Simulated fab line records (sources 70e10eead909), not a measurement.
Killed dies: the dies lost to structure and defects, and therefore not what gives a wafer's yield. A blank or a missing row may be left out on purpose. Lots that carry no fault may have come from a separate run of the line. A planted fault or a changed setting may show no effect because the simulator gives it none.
Chamber matching :: flow nand_harc :: 3 sister chambers for NHARC_A_CONTACT_DEP_85 on pecvd-01
The step deposits SiON, target thk 60 nm. 18 wafers are shown with their chamber, then 9 later ones without.

## WAFERS PAIRED WITH THEIR CHAMBERS
wafer: L079.1
chamber: 2
heater_power_w (W): 797

wafer: L079.2
chamber: 0
heater_power_w (W): 652

wafer: L079.4
chamber: 0
heater_power_w (W): 652

wafer: L081.1
chamber: 0
heater_power_w (W): 702

wafer: L081.2
chamber: 1
heater_power_w (W): 632

wafer: L081.5
chamber: 0
heater_power_w (W): 689

wafer: L083.1
chamber: 0
heater_power_w (W): 654

wafer: L083.2
chamber: 2
heater_power_w (W): 941

wafer: L083.3
chamber: 1
heater_power_w (W): 662

wafer: L088.1
chamber: 1
heater_power_w (W): 672

wafer: L088.2
chamber: 2
heater_power_w (W): 902

wafer: L088.6
chamber: 2
heater_power_w (W): 911

wafer: L087.3
chamber: 2
heater_power_w (W): 871

wafer: L087.4
chamber: 2
heater_power_w (W): 883

wafer: L087.6
chamber: 1
heater_power_w (W): 673

wafer: L089.1
chamber: 2
heater_power_w (W): 921

wafer: L089.3
chamber: 0
heater_power_w (W): 757

wafer: L089.4
chamber: 0
heater_power_w (W): 744

SIGNATURES (averages over the wafers above)
reading: heater_power_w
chamber 0: 692.86
chamber 1: 659.75
chamber 2: 889.43
scatter within a chamber: 41.6
Rule: distance of a wafer from a chamber = root of the sum over the readings of ((wafer's reading minus chamber's mean) / reading's scatter) squared. If the next closest chamber is less than 2 further off than the closest, the wafer can't be placed; otherwise it belongs to the closest. The scatter: take each reading less its chamber's mean, square it, sum over the shown wafers, divide by the number of wafers less the number of chambers, and take the root.

## WAFERS WHOSE CHAMBER IS MISSING
wafer: L090.3
heater_power_w (W): 870

wafer: L090.5
heater_power_w (W): 763

wafer: L090.6
heater_power_w (W): 872

wafer: L094.3
heater_power_w (W): 771

wafer: L094.4
heater_power_w (W): 770

wafer: L094.6
heater_power_w (W): 918

wafer: L096.3
heater_power_w (W): 895

wafer: L096.4
heater_power_w (W): 898

wafer: L096.6
heater_power_w (W): 654

## CHAMBER TAKEN BY EACH
wafer: L090.3
from the rows above: 2
in truth: 2

wafer: L090.5
from the rows above: can't be placed: 0 or 1 or 2
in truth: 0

wafer: L090.6
from the rows above: 2
in truth: 2

wafer: L094.3
from the rows above: can't be placed: 0 or 1 or 2
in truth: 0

wafer: L094.4
from the rows above: can't be placed: 0 or 1 or 2
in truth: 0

wafer: L094.6
from the rows above: 2
in truth: 2

wafer: L096.3
from the rows above: 2
in truth: 2

wafer: L096.4
from the rows above: 2
in truth: 2

wafer: L096.6
from the rows above: can't be placed: 1 or 0
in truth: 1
5 of 9 placed correctly. Not placeable from these rows: 4 (in 4, the candidates include the true chamber). Placed wrongly: 0.
